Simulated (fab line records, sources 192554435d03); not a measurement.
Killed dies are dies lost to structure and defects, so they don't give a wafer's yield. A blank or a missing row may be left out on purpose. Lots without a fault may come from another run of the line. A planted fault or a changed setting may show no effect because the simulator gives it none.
Chamber matching | flow n5_finfet | N5_BEOL_M1_STRIP_36 on rie_diel-02: 4 sister chambers
The step strips in N2/H2. 20 wafers are shown with their chamber, then 10 later ones without.

WAFERS WITH THEIR CHAMBER
wafer  | chamber | drypump_motor_current_A (A) | throttle_valve_pct (%) | showerhead_plenum_p_Torr (Torr)
L074.1 | 3       | 5.1                         | 23.9                   | 2.43
L074.3 | 2       | 5.8                         | 23.3                   | 2.53
L074.5 | 0       | 6.0                         | 23.8                   | 2.51
L076.1 | 1       | 5.9                         | 23.2                   | 2.46
L076.3 | 3       | 5.0                         | 23.9                   | 2.43
L076.6 | 0       | 6.0                         | 23.8                   | 2.51
L078.2 | 0       | 6.0                         | 23.8                   | 2.51
L078.4 | 1       | 5.9                         | 23.2                   | 2.46
L078.5 | 1       | 5.9                         | 23.2                   | 2.46
L081.2 | 0       | 6.0                         | 23.9                   | 2.50
L081.4 | 3       | 5.1                         | 23.9                   | 2.43
L081.5 | 2       | 5.8                         | 23.3                   | 2.52
L082.2 | 2       | 5.8                         | 23.3                   | 2.52
L082.4 | 0       | 6.0                         | 23.8                   | 2.50
L082.6 | 3       | 5.0                         | 23.9                   | 2.43
L085.3 | 0       | 5.9                         | 23.8                   | 2.50
L085.5 | 0       | 5.9                         | 23.9                   | 2.50
L085.6 | 3       | 5.0                         | 23.9                   | 2.42
L091.2 | 0       | 5.9                         | 23.9                   | 2.50
L091.4 | 1       | 5.9                         | 23.3                   | 2.45

SIGNATURES (means of the wafers above)
reading                  | chamber 0 | chamber 1 | chamber 2 | chamber 3 | scatter within a chamber
drypump_motor_current_A  | 5.963     | 5.900     | 5.800     | 5.040     | 0.0438
throttle_valve_pct       | 23.837    | 23.225    | 23.300    | 23.900    | 0.0405
showerhead_plenum_p_Torr | 2.5038    | 2.4575    | 2.5233    | 2.4280    | 0.00506
Rule: a wafer's distance from a chamber is the root of the sum, over the readings, of the square of ((its reading less the chamber's mean) divided by the reading's scatter). The wafer belongs to the nearest chamber; if the next one is less than 2 further off, it can't be placed. The scatter: the root of (the sum of the squares of (reading less its chamber's mean) over the shown wafers, divided by (wafers less chambers)).

WAFERS WITHOUT THEIR CHAMBER
wafer  | drypump_motor_current_A (A) | throttle_valve_pct (%) | showerhead_plenum_p_Torr (Torr)
L091.6 | 5.1                         | 23.9                   | 2.42
L092.2 | 6.0                         | 23.9                   | 2.50
L092.5 | 5.9                         | 23.3                   | 2.45
L092.6 | 6.0                         | 23.8                   | 2.50
L095.1 | 6.0                         | 23.9                   | 2.49
L095.5 | 5.8                         | 23.4                   | 2.51
L095.6 | 5.1                         | 23.9                   | 2.42
L097.1 | 5.1                         | 23.9                   | 2.42
L097.4 | 6.0                         | 23.8                   | 2.49
L097.5 | 5.1                         | 23.9                   | 2.42

WHICH CHAMBER EACH WENT THROUGH
wafer  | from the rows above | in truth
L091.6 | 3                   | 3
L092.2 | 0                   | 0
L092.5 | 1                   | 1
L092.6 | 0                   | 0
L095.1 | 0                   | 0
L095.5 | 2                   | 2
L095.6 | 3                   | 3
L097.1 | 3                   | 3
L097.4 | 0                   | 0
L097.5 | 3                   | 3
Placed correctly: 10 of 10. Can't be placed from these rows: 0. Placed wrongly: 0.
